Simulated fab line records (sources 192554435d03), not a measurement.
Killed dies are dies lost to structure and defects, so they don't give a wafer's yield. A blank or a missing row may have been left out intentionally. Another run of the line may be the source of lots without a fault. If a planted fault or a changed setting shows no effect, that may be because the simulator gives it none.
Split-lot trial :: flow n5-finfet :: route with 1938 steps; 7 lots, 21 wafers read

ON THE SPLIT
At N5_PASSIVATION_EXPOSE_27 (exposes mask PAD, defocus 0 nm), the setting dose-mj was moved away from the recipe's 32.3 on 5 of the 21 wafers read, by -6.8% to +5.1%. The other wafers ran this setting at the recipe's value.

FROM THE SPLIT TO THE READING: what the file shows between them, 3 steps
- N5_PASSIVATION_PEB_28
- N5_PASSIVATION_DEVELOP_29: develop time 60 s
- N5_PASSIVATION_HARDBAKE_31: time 120 s

THE READING
cd-nm (nm) at N5_PASSIVATION_CD_MEAS_30, where the cd target is 4000 nm. Typical for fault-free wafers on this fab line: 3999.8 nm, with standard deviation 1.5 nm.

wafer: L075.3
tool, chamber at the split: krf-scanner-01, 0
dose-mj as run: 32.3
against the recipe: recipe
cd-nm, nm: 4000.6
against lot-mates on the recipe: -

wafer: L075.4
tool, chamber at the split: krf-scanner-01, 0
dose-mj as run: 32.3
against the recipe: recipe
cd-nm, nm: 4000.7
against lot-mates on the recipe: -

wafer: L075.6
tool, chamber at the split: krf-scanner-01, 0
dose-mj as run: 30.09
against the recipe: -6.8%
cd-nm, nm: 3987.5
against lot-mates on the recipe: -13.1

wafer: L081.2
tool, chamber at the split: krf-scanner-02, 0
dose-mj as run: 33.95
against the recipe: +5.1%
cd-nm, nm: 4008.1
against lot-mates on the recipe: +9.3

wafer: L081.3
tool, chamber at the split: krf-scanner-02, 0
dose-mj as run: 32.3
against the recipe: recipe
cd-nm, nm: 3998.8
against lot-mates on the recipe: -

wafer: L081.4
tool, chamber at the split: krf-scanner-02, 0
dose-mj as run: 33.95
against the recipe: +5.1%
cd-nm, nm: 4008.2
against lot-mates on the recipe: +9.4

wafer: L083.2
tool, chamber at the split: krf-scanner-01, 0
dose-mj as run: 32.3
against the recipe: recipe
cd-nm, nm: 3998.9
against lot-mates on the recipe: -

wafer: L083.3
tool, chamber at the split: krf-scanner-01, 0
dose-mj as run: 32.3
against the recipe: recipe
cd-nm, nm: 3999.7
against lot-mates on the recipe: -

wafer: L083.5
tool, chamber at the split: krf-scanner-01, 0
dose-mj as run: 31.13
against the recipe: -3.6%
cd-nm, nm: 3993.4
against lot-mates on the recipe: -5.9

wafer: L087.1
tool, chamber at the split: krf-scanner-01, 0
dose-mj as run: 32.3
against the recipe: recipe
cd-nm, nm: 3999.7
against lot-mates on the recipe: -

wafer: L087.2
tool, chamber at the split: krf-scanner-01, 0
dose-mj as run: 32.3
against the recipe: recipe
cd-nm, nm: 3997.3
against lot-mates on the recipe: -

wafer: L087.5
tool, chamber at the split: krf-scanner-01, 0
dose-mj as run: 32.3
against the recipe: recipe
cd-nm, nm: 3999.2
against lot-mates on the recipe: -

wafer: L089.2
tool, chamber at the split: krf-scanner-02, 0
dose-mj as run: 32.3
against the recipe: recipe
cd-nm, nm: 4001.0
against lot-mates on the recipe: -

wafer: L089.3
tool, chamber at the split: krf-scanner-02, 0
dose-mj as run: 32.3
against the recipe: recipe
cd-nm, nm: 4000.9
against lot-mates on the recipe: -

wafer: L089.4
tool, chamber at the split: krf-scanner-02, 0
dose-mj as run: 32.3
against the recipe: recipe
cd-nm, nm: 4001.2
against lot-mates on the recipe: -

wafer: L091.3
tool, chamber at the split: krf-scanner-02, 0
dose-mj as run: 33.34
against the recipe: +3.2%
cd-nm, nm: 4006.9
against lot-mates on the recipe: +4.8

wafer: L091.5
tool, chamber at the split: krf-scanner-02, 0
dose-mj as run: 32.3
against the recipe: recipe
cd-nm, nm: 4003.0
against lot-mates on the recipe: -

wafer: L091.6
tool, chamber at the split: krf-scanner-02, 0
dose-mj as run: 32.3
against the recipe: recipe
cd-nm, nm: 4001.3
against lot-mates on the recipe: -

wafer: L097.3
tool, chamber at the split: krf-scanner-02, 0
dose-mj as run: 32.3
against the recipe: recipe
cd-nm, nm: 3998.9
against lot-mates on the recipe: -

wafer: L097.4
tool, chamber at the split: krf-scanner-02, 0
dose-mj as run: 32.3
against the recipe: recipe
cd-nm, nm: 3999.3
against lot-mates on the recipe: -

wafer: L097.5
tool, chamber at the split: krf-scanner-02, 0
dose-mj as run: 32.3
against the recipe: recipe
cd-nm, nm: 4001.2
against lot-mates on the recipe: -

THE FIT
A straight line over all 21 wafers: cd-nm changes by +1.75 nm for each +1% of dose-mj; r = +0.96; the points scatter about the line by 1.3 nm.
The same after taking each lot's own level away (the mean of its wafers on the recipe; 21 wafers): +1.81 nm for each +1%; r = +0.99; scatter 0.73 nm.
On that fit, the largest move of dose-mj shifts the reading by 12 nm.
Measured against the standard deviation above, the lots' own levels, which go from 3998.73 to 4002.15 nm, span 2.3 times it.
The two slopes agree, so the slope changes little with the lot-to-lot level.
Check: with one of the wafers moved furthest among these (-6.8%) left out of the fit, the line predicts -11.9 nm for it against its lot-mates. Against them it came out at -13.1 nm.

OTHER SPLITS ON THESE WAFERS
Before the reading, these wafers also passed through other splits. Each is held against what the fit with the lots' levels taken away leaves over:
other split on the same wafers: N5_PASSIVATION_EXPOSE_07 dose-mj
wafers away from the commonest value: 4
r with cd-nm (lot level and that fit taken away): +0.01

FILE'S OWN FIT
cd-nm changes by +1.81 nm for each +1% of dose-mj, r = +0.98.
